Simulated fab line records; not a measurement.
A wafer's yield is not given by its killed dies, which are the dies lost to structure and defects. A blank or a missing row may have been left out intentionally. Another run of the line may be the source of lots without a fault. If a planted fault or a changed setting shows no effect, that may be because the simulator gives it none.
Lot-split experiment | flow n5-finfet | 7 lots, 21 wafers read, on a route of 1938 steps

## SPLIT DETAILS
At N5_BEOL_M15_TRENCH_ETCH_34 (etches SiO2 in C4F8/O2/Ar, target depth 872.93 nm, time 199 s), the setting time-s was moved away from the recipe's 199 s on 8 of the 21 wafers read, by -18.7% to +16.0%. This setting was run at the recipe's value on the other wafers.

## FROM THE SPLIT TO THE READING: what the file shows between them, 8 steps
- N5_BEOL_M15_SPUTTER_44: material Ta, target thk 15 nm, time 24.19 s (also split here: power-w)
- N5_BEOL_M15_SPUTTER_45: material Cu, target thk 100 nm, time 16.67 s
- N5_BEOL_M15_ECD_47: material Cu, target thk 1860 nm
- N5_BEOL_M15_ANNEAL_48: time 90 s
- N5_BEOL_M15_CMP_49: polishes, stops on SiO2, t overpolish 4.9 s, target thk 850 nm
- N5_BEOL_M15_THK_MEAS_50: measures by xrf
- N5_BEOL_M15_PRE_CLEAN_52: time 15 s
- N5_BEOL_M15_DEP_53: deposits SiCN from 3MS/NH3, target thk 50 nm, time 17.8 s

## THE READING
M15_RS (ohm/sq), read at N5_BEOL_M15_RS_MEAS_54 with a four-point probe. Fault-free wafers of this fab line usually give 0.0215 ohm/sq, standard deviation 0.00047 ohm/sq.

wafer  | tool, chamber at the split | time-s as run, s | against the recipe | M15_RS, ohm/sq | against lot-mates on the recipe
L074.4 | rie-diel-03, 0             | 199              | recipe             | 0.0209         | -
L074.5 | rie-diel-03, 1             | 199              | recipe             | 0.0217         | -
L074.6 | rie-diel-03, 2             | 199              | recipe             | 0.0206         | -
L075.2 | rie-diel-04, 1             | 230.9            | +16.0%             | 0.0188         | no lot-mate on the recipe
L075.3 | rie-diel-04, 3             | 230.9            | +16.0%             | 0.0183         | no lot-mate on the recipe
L075.4 | rie-diel-04, 0             | 230.9            | +16.0%             | 0.0192         | no lot-mate on the recipe
L084.3 | rie-diel-03, 2             | 199              | recipe             | 0.0210         | -
L084.5 | rie-diel-03, 2             | 199              | recipe             | 0.0210         | -
L084.6 | rie-diel-03, 1             | 199              | recipe             | 0.0220         | -
L088.1 | rie-diel-03, 3             | 199              | recipe             | 0.0214         | -
L088.3 | rie-diel-03, 0             | 182.2            | -8.4%              | 0.0228         | +0.0014
L088.5 | rie-diel-03, 2             | 182.2            | -8.4%              | 0.0227         | +0.0013
L091.1 | rie-diel-04, 1             | 181.1            | -9.0%              | 0.0241         | +0.0025
L091.2 | rie-diel-04, 3             | 181.1            | -9.0%              | 0.0240         | +0.0024
L091.5 | rie-diel-04, 3             | 199              | recipe             | 0.0216         | -
L093.1 | rie-diel-06, 3             | 199              | recipe             | 0.0216         | -
L093.2 | rie-diel-06, 0             | 199              | recipe             | 0.0219         | -
L093.5 | rie-diel-06, 1             | 161.7            | -18.7%             | 0.0271         | +0.0054
L097.4 | rie-diel-06, 0             | 199              | recipe             | 0.0214         | -
L097.5 | rie-diel-06, 1             | 199              | recipe             | 0.0213         | -
L097.6 | rie-diel-06, 2             | 199              | recipe             | 0.0213         | -

THE FIT
A straight line over all 21 wafers: M15_RS changes by -0.000212 ohm/sq for each +1% of time-s; r = -0.94; the points scatter about the line by 0.00064 ohm/sq.
The same after taking each lot's own level away (the mean of its wafers on the recipe; 18 wafers): -0.000259 ohm/sq for each +1%; r = -0.96; scatter 0.00043 ohm/sq.
According to that fit, moving time-s by its largest amount changes the reading by 0.0049 ohm/sq.
From 0.02107 to 0.02175 ohm/sq: that is the span of the lots' own levels, equal to 1.5 times the standard deviation above.
So the lot-to-lot level changes the slope: the two fits differ.
Check: for one of the wafers moved furthest among these (-18.7%), held out of the fit, the line's prediction against its lot-mates is +0.00412 ohm/sq. Against them it came out at +0.00535 ohm/sq.

## THE OTHER SPLITS THESE WAFERS WENT THROUGH
Other splits were also applied to these wafers ahead of the reading. Each is held against what the fit with the lots' levels taken away leaves over:
other split on the same wafers     | wafers away from the commonest value | r with M15_RS (lot level and that fit taken away)
N5_BEOL_M8_TRENCH_ETCH_37 source-w | 7                                    | -0.39
N5_BEOL_M10_ETCH_62 time-s         | 6                                    | -0.40
N5_BEOL_M11_ETCH_41 time-s         | 7                                    | +0.04
N5_BEOL_M13_ETCH_68 time-s         | 10                                   | -0.22
N5_BEOL_M15_SPUTTER_44 power-w     | 5                                    | -0.11

## THE WHOLE CHAIN: every reading that the file lists as answering this split, in the file's order
step                       | what it does                                                   | reading                                                                          | change (the file's fit)               | r (the file's)
N5_BEOL_M15_TRENCH_ETCH_34 | etches SiO2 in C4F8/O2/Ar, target depth 872.93 nm, time 199 s  | etch.depth-nm (the simulator's own value, which no gauge read)                   | +8.49 nm for each +1% of the setting  | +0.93
N5_BEOL_M15_TRENCH_ETCH_34 | etches SiO2 in C4F8/O2/Ar, target depth 872.93 nm, time 199 s  | coat_of_BEOL_M15_COAT_22.thk-nm (the simulator's own value, which no gauge read) | -1.62 nm for each +1% of the setting  | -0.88
N5_BEOL_M15_CMP_49         | polishes, stops on SiO2, t overpolish 4.9 s, target thk 850 nm | Cu_of_BEOL_M15_ECD_47.thk-nm (the simulator's own value, which no gauge read)    | +8.45 nm for each +1% of the setting  | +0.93
N5_BEOL_M15_THK_MEAS_50    | measures by xrf                                                | M15_THK                                                                          | +8.48 for each +1% of the setting     | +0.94
N5_BEOL_M15_RS_MEAS_54     | measures by four-point-probe                                   | M15_RS                                                                           | -0.000265 for each +1% of the setting | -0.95

## THE FILE'S OWN FIT
M15_RS changes by -0.000265 ohm/sq for each +1% of time-s, r = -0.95.
